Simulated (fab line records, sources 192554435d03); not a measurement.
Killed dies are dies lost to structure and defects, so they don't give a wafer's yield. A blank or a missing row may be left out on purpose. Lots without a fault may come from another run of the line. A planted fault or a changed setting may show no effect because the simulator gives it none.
Chamber matching | flow n5_finfet | N5_FIN_SAQP_ALD_61 on ald_sin-03: 4 sister chambers
The step deposits SiO2, target thk 4 nm, pulse time 1 s, purge time 2 s. 14 wafers are shown with their chamber, then 7 later ones without.

WAFERS WITH THEIR CHAMBER
wafer  | chamber | heater_power_w (W) | precursor_pulse_height_rel
L078.2 | 3       | 410                | 1.024
L078.3 | 0       | 450                | 0.994
L078.6 | 1       | 462                | 0.982
L080.1 | 3       | 392                | 0.961
L080.3 | 2       | 461                | 1.001
L080.4 | 0       | 438                | 0.983
L081.1 | 2       | 467                | 0.966
L081.2 | 0       | 440                | 0.988
L081.4 | 3       | 385                | 1.005
L084.2 | 2       | 462                | 0.961
L084.4 | 2       | 464                | 1.006
L084.6 | 1       | 471                | 1.006
L085.3 | 2       | 462                | 0.986
L085.5 | 0       | 440                | 0.989

SIGNATURES (means of the wafers above)
reading                    | chamber 0 | chamber 1 | chamber 2 | chamber 3 | scatter within a chamber
heater_power_w             | 442.00    | 466.50    | 463.20    | 395.67    | 6.96
precursor_pulse_height_rel | 0.98850   | 0.99400   | 0.98400   | 0.99667   | 0.0202
Rule: a wafer's distance from a chamber is the root of the sum, over the readings, of the square of ((its reading less the chamber's mean) divided by the reading's scatter). The wafer belongs to the nearest chamber; if the next one is less than 2 further off, it can't be placed. The scatter: the root of (the sum of the squares of (reading less its chamber's mean) over the shown wafers, divided by (wafers less chambers)).

WAFERS WITHOUT THEIR CHAMBER
wafer  | heater_power_w (W) | precursor_pulse_height_rel
L085.6 | 414                | 0.985
L088.1 | 438                | 1.031
L088.2 | 405                | 0.997
L088.4 | 471                | 0.973
L090.1 | 467                | 1.027
L090.2 | 458                | 1.032
L090.4 | 410                | 0.989

WHICH CHAMBER EACH WENT THROUGH
wafer  | from the rows above          | in truth
L085.6 | can't be placed: 3 or 0      | 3
L088.1 | 0                            | 0
L088.2 | 3                            | 3
L088.4 | can't be placed: 1 or 2      | 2
L090.1 | can't be placed: 1 or 2      | 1
L090.2 | can't be placed: 1 or 2 or 0 | 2
L090.4 | 3                            | 3
Placed correctly: 3 of 7. Can't be placed from these rows: 4 (the true chamber is among the candidates in 4). Placed wrongly: 0.
